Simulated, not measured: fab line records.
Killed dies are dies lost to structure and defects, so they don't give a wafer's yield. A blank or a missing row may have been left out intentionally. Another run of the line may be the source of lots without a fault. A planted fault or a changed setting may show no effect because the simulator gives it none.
Chamber matching ; flow n5Finfet ; N5_FIN_SAQP_MANDREL_ETCH_22 on rieSi-06 has 4 sister chambers
The step etches a-Si in HBr/Cl2, stops on SiNx, target depth 60 nm, bt time 10 s, time 30 s. 18 wafers are shown with their chamber, then 9 later ones without.

== WAFERS PAIRED WITH THEIR CHAMBERS ==
wafer;chamber;drypumpMotorCurrentA (A);throttleValvePct (%);rfFwdPowerW (W)
L076.2;1;5.4;35.12;797.4
L076.3;0;5.3;35.52;795.7
L076.5;1;5.3;35.10;794.7
L083.2;1;5.4;35.06;792.4
L083.4;3;5.8;34.83;796.4
L083.5;1;5.3;35.08;792.2
L084.2;3;5.8;34.85;798.3
L084.5;2;5.0;35.37;796.1
L084.6;3;5.8;34.85;797.0
L085.2;2;5.0;35.40;797.3
L085.3;3;5.8;34.89;798.7
L085.4;0;5.3;35.53;800.9
L086.1;1;5.3;35.12;791.1
L086.3;2;5.0;35.39;793.7
L086.4;0;5.3;35.52;798.4
L087.4;1;5.3;35.10;793.7
L087.5;2;5.0;35.38;798.1
L087.6;1;5.4;35.07;791.5

SIGNATURES, as means of the wafers listed above
reading;chamber 0;chamber 1;chamber 2;chamber 3;scatter within a chamber
drypumpMotorCurrentA;5.300;5.343;5.000;5.800;0.035
throttleValvePct;35.5233;35.0929;35.3850;34.8550;0.0204
rfFwdPowerW;798.333;793.286;796.300;797.600;2.02
Rule: for a wafer and a chamber, the distance is found by dividing, reading by reading, the gap between the wafer's reading and the chamber's mean by the reading's scatter, squaring, summing and taking the root. The wafer belongs to the nearest chamber; if the next one is less than 2 further off, it can't be placed. The scatter: the root of (the sum of the squares of (reading less its chamber's mean) over the shown wafers, divided by (wafers less chambers)).

== WAFERS WITHOUT THEIR CHAMBER ==
wafer;drypumpMotorCurrentA (A);throttleValvePct (%);rfFwdPowerW (W)
L090.1;5.3;35.51;796.5
L090.4;5.0;35.39;796.1
L090.6;5.8;34.88;798.5
L092.4;5.8;34.84;793.5
L092.5;5.0;35.40;797.8
L092.6;5.8;34.83;794.8
L093.3;5.4;35.08;795.4
L093.4;5.8;34.86;798.4
L093.5;5.8;34.86;799.6

== WHICH CHAMBER EACH ONE RAN IN ==
wafer;from the rows above;in truth
L090.1;0;0
L090.4;2;2
L090.6;3;3
L092.4;3;3
L092.5;2;2
L092.6;3;3
L093.3;1;1
L093.4;3;3
L093.5;3;3
Correct placement for 9 of the 9. Number that these rows cannot place: 0. 0 placed wrongly.
